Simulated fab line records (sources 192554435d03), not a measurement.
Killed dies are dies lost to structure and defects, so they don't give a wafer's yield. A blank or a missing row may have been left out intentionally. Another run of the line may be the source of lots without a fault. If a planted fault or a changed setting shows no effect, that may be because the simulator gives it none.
Chamber matching    flow n5 finfet    N5_SD_EPI_N_ETCH_35 on rie diel-04 has 4 sister chambers
The step etches SOC in N2/H2, overetch 108 nm, time 486 s. 14 wafers are shown with their chamber, then 7 later ones without.

EACH WAFER AND ITS CHAMBER
wafer   chamber  throttle valve pct (%)  drypump motor current A (A)  showerhead plenum p Torr (Torr)
L075.2  2        24.15                   5.6                          2.54
L075.3  1        23.88                   6.2                          2.51
L075.6  3        24.11                   5.5                          2.61
L076.1  2        24.16                   5.6                          2.54
L076.2  3        24.10                   5.5                          2.61
L076.4  0        23.83                   6.2                          2.62
L085.2  1        23.90                   6.3                          2.50
L085.3  2        24.16                   5.5                          2.53
L085.4  0        23.81                   6.2                          2.61
L087.1  2        24.17                   5.5                          2.53
L087.4  1        23.90                   6.3                          2.50
L087.6  0        23.84                   6.2                          2.61
L088.1  0        23.84                   6.2                          2.61
L088.2  2        24.18                   5.5                          2.53

SIGNATURES, as means of the wafers listed above
reading                   chamber 0  chamber 1  chamber 2  chamber 3  scatter within a chamber
throttle valve pct        23.8300    23.8933    24.1640    24.1050    0.012
drypump motor current A   6.200      6.267      5.540      5.500      0.0432
showerhead plenum p Torr  2.6125     2.5033     2.5340     2.6100     0.00512
Rule: for each reading, subtract the chamber's mean from the wafer's reading, divide by that reading's scatter and square the result; add these up over the readings and take the root, which gives the wafer's distance from the chamber. The wafer belongs to the nearest chamber; if the next one is less than 2 further off, it can't be placed. The scatter: take each reading less its chamber's mean, square it, sum over the shown wafers, divide by the number of wafers less the number of chambers, and take the root.

WAFERS MISSING THEIR CHAMBER
wafer   throttle valve pct (%)  drypump motor current A (A)  showerhead plenum p Torr (Torr)
L088.4  23.92                   6.2                          2.50
L090.2  23.87                   5.5                          2.61
L090.3  23.86                   6.2                          2.61
L090.6  24.19                   5.6                          2.53
L093.3  24.20                   5.6                          2.52
L093.4  23.87                   5.5                          2.60
L093.5  23.91                   6.2                          2.49

WHICH CHAMBER EACH ONE RAN IN
wafer    from the rows above   in truth
L088.4   1                     1
L090.2   0                     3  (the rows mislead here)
L090.3   0                     0
L090.6   2                     2
L093.3   2                     2
L093.4   0                     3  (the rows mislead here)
L093.5   1                     1
5 of 7 placed correctly. Not placeable from these rows: 0. 2 placed wrongly.
